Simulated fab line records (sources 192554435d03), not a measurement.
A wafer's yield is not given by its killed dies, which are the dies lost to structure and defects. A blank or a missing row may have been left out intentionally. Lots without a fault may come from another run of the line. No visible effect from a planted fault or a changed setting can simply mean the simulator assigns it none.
Matching of chambers    flow n5-finfet    4 sister chambers for N5_SD_EPI_P_ETCH_36 on rie-diel-03
The step etches SiARC in CF4, target depth 45.5 nm, time 75.8 s. 14 wafers are shown with their chamber, then 7 later ones without.

== EACH WAFER AND ITS CHAMBER ==
wafer   chamber  drypump-motor-current-A (A)  etch-rf-on-time-s (s)  oes-product-au (a.u.)
L210.3  1        5.4                          77.9                   0.59
L210.4  3        6.4                          70.7                   0.85
L210.6  0        5.1                          79.6                   0.62
L212.1  3        6.3                          72.8                   0.82
L212.4  1        5.4                          78.9                   0.59
L212.6  0        5.1                          81.3                   0.62
L225.1  3        6.4                          73.3                   0.78
L225.5  0        5.1                          81.5                   0.60
L225.6  2        5.3                          78.0                   0.56
L227.1  0        5.1                          79.8                   0.61
L227.2  2        5.3                          76.5                   0.57
L227.4  1        5.4                          80.3                   0.78
L228.1  1        5.4                          78.7                   0.77
L228.2  3        6.4                          71.9                   0.78

SIGNATURES, as means of the wafers listed above
reading                  chamber 0  chamber 1  chamber 2  chamber 3  scatter within a chamber
drypump-motor-current-A  5.100      5.400      5.300      6.375      0.0274
etch-rf-on-time-s        80.550     78.950     77.250     72.175     1.05
oes-product-au           0.6125     0.6825     0.5650     0.8075     0.0617
Rule: a wafer's distance from a chamber is the root of the sum, over the readings, of the square of ((its reading less the chamber's mean) divided by the reading's scatter). The wafer belongs to the nearest chamber; if the next one is less than 2 further off, it can't be placed. The scatter: the root of (the sum of the squares of (reading less its chamber's mean) over the shown wafers, divided by (wafers less chambers)).

== WAFERS MISSING THEIR CHAMBER ==
wafer   drypump-motor-current-A (A)  etch-rf-on-time-s (s)  oes-product-au (a.u.)
L228.3  5.1                          79.1                   0.61
L230.3  5.1                          78.7                   0.61
L230.4  6.4                          72.9                   0.76
L230.6  5.1                          78.1                   0.61
L231.2  5.1                          78.3                   0.60
L231.5  5.4                          78.8                   0.76
L231.6  5.1                          78.8                   0.60

== WHICH CHAMBER EACH WENT THROUGH ==
wafer   from the rows above  in truth
L228.3  0                    0
L230.3  0                    0
L230.4  3                    3
L230.6  0                    0
L231.2  0                    0
L231.5  1                    1
L231.6  0                    0
7 of 7 placed correctly. Not placeable from these rows: 0. Placed wrongly: 0.
